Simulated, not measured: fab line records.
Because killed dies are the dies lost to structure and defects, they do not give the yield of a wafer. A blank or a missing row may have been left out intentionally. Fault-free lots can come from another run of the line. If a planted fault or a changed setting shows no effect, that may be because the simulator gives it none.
Check of tool commonality :: flow nand harc :: 12 lots, 36 wafers sampled

== REASON IT WAS OPENED ==
Flagged at NHARC_P_ZERO_WELL_CD_MEAS_24: reading cd nm, on 4 of 12 lots. No-fault wafers: 720.2 nm, standard deviation 1.3.
Rule: flag the lot when none of its wafers has a number, or when each of its wafers that has one lies beyond 4 standard deviations from that mean. All remaining lots are regarded as sound.

lot: L665
measured: day 1 14:35
on: cd sem-03
cd nm (nm), wafer by wafer: 720.6 719.3 718.9
flag: 

lot: L666
measured: day 1 20:23
on: cd sem-02
cd nm (nm), wafer by wafer: 722.8 719.1 719.8
flag: 

lot: L667
measured: day 2 02:27
on: cd sem-02
cd nm (nm), wafer by wafer: 732.4 728.6 728.8
flag: FLAGGED

lot: L668
measured: day 2 08:27
on: cd sem-01
cd nm (nm), wafer by wafer: 729.8 730.5 729.9
flag: FLAGGED

lot: L669
measured: day 2 14:27
on: cd sem-02
cd nm (nm), wafer by wafer: 730.6 730.6 729.9
flag: FLAGGED

lot: L671
measured: day 3 02:35
on: cd sem-03
cd nm (nm), wafer by wafer: 728.8 729.1 728.7
flag: FLAGGED

lot: L675
measured: day 4 02:28
on: cd sem-02
cd nm (nm), wafer by wafer: 718.5 719.2 719.4
flag: 

lot: L677
measured: day 4 14:37
on: cd sem-03
cd nm (nm), wafer by wafer: 721.2 720.5 723.3
flag: 

lot: L681
measured: day 5 14:29
on: cd sem-01
cd nm (nm), wafer by wafer: 720.5 720.6 720.8
flag: 

lot: L684
measured: day 6 08:35
on: cd sem-03
cd nm (nm), wafer by wafer: 722.3 719.1 721.6
flag: 

lot: L685
measured: day 6 14:35
on: cd sem-01
cd nm (nm), wafer by wafer: 719.6 720.7 717.8
flag: 

lot: L686
measured: day 6 20:29
on: cd sem-01
cd nm (nm), wafer by wafer: 720.0 720.8 721.2
flag: 
The numbers of the flagged lots are 729.8 nm on average: +9.6 nm against the usual, or +7 standard deviations.

== EACH LOT AND THE TOOL IT RAN ON ==
The record holds 1 process step before the reading, out of a route of 1159 steps. Cell contents, in order: the tool; ch with the chambers the sampled wafers went through; the start.
lot: L665
flag: 
NHARC_P_ZERO_WELL_EXPOSE_21: krf scanner-04 ch 0, day 1 14:26

lot: L666
flag: 
NHARC_P_ZERO_WELL_EXPOSE_21: krf scanner-04 ch 0, day 1 20:14

lot: L667
flag: FLAGGED
NHARC_P_ZERO_WELL_EXPOSE_21: krf scanner-04 ch 0, day 2 02:18

lot: L668
flag: FLAGGED
NHARC_P_ZERO_WELL_EXPOSE_21: krf scanner-04 ch 0, day 2 08:18

lot: L669
flag: FLAGGED
NHARC_P_ZERO_WELL_EXPOSE_21: krf scanner-04 ch 0, day 2 14:17

lot: L671
flag: FLAGGED
NHARC_P_ZERO_WELL_EXPOSE_21: krf scanner-04 ch 0, day 3 02:26

lot: L675
flag: 
NHARC_P_ZERO_WELL_EXPOSE_21: krf scanner-02 ch 0, day 4 02:18

lot: L677
flag: 
NHARC_P_ZERO_WELL_EXPOSE_21: krf scanner-02 ch 0, day 4 14:27

lot: L681
flag: 
NHARC_P_ZERO_WELL_EXPOSE_21: krf scanner-02 ch 0, day 5 14:20

lot: L684
flag: 
NHARC_P_ZERO_WELL_EXPOSE_21: krf scanner-02 ch 0, day 6 08:26

lot: L685
flag: 
NHARC_P_ZERO_WELL_EXPOSE_21: krf scanner-03 ch 0, day 6 14:26

lot: L686
flag: 
NHARC_P_ZERO_WELL_EXPOSE_21: krf scanner-03 ch 0, day 6 20:20
What the steps here do:
- NHARC_P_ZERO_WELL_EXPOSE_21: exposes mask P NWELL, target cd 720 nm.
- NHARC_P_ZERO_WELL_CD_MEAS_24: target cd 720 nm.

== FLAGGED OVER TOTAL, TOOL BY TOOL (the gauges that took the reading come last) ==
step: NHARC_P_ZERO_WELL_EXPOSE_21
tool: krf scanner-02
lots run: 4
flagged: 0
share of the flagged lots: none
sound lots run after its first flagged lot: -

step: NHARC_P_ZERO_WELL_EXPOSE_21
tool: krf scanner-03
lots run: 2
flagged: 0
share of the flagged lots: none
sound lots run after its first flagged lot: -

step: NHARC_P_ZERO_WELL_EXPOSE_21
tool: krf scanner-04
lots run: 6
flagged: 4
share of the flagged lots: all
sound lots run after its first flagged lot: 0

step: NHARC_P_ZERO_WELL_CD_MEAS_24
tool: cd sem-01
lots run: 4
flagged: 1
share of the flagged lots: some
sound lots run after its first flagged lot: 3 (L681,L685,L686)

step: NHARC_P_ZERO_WELL_CD_MEAS_24
tool: cd sem-02
lots run: 4
flagged: 2
share of the flagged lots: some
sound lots run after its first flagged lot: 1 (L675)

step: NHARC_P_ZERO_WELL_CD_MEAS_24
tool: cd sem-03
lots run: 4
flagged: 1
share of the flagged lots: some
sound lots run after its first flagged lot: 2 (L677,L684)

== WHAT THE TABLE PERMITS ==
1 row of the table ran every flagged lot: krf scanner-04 at NHARC_P_ZERO_WELL_EXPOSE_21.
- krf scanner-04 at NHARC_P_ZERO_WELL_EXPOSE_21 ran 6 lots, 4 of them flagged. Last sound lot L666 at day 1 20:14, first flagged lot L667 at day 2 02:18; a fault beginning in between fits. Its own readings (exposure dose mJ cm2) fall more than 4 standard deviations out on all wafers of the flagged lots.
Left over: one tool, krf scanner-04 at NHARC_P_ZERO_WELL_EXPOSE_21.

== WHAT HAD BEEN PUT IN BY THE SIMULATOR ==
Process parameters drifting: krf scanner-04 at NHARC_P_ZERO_WELL_EXPOSE_21, beginning at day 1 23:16. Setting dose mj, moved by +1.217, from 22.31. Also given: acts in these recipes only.
Lots struck among those shown: L667, L668, L669, L671. The same result came from the rule above.
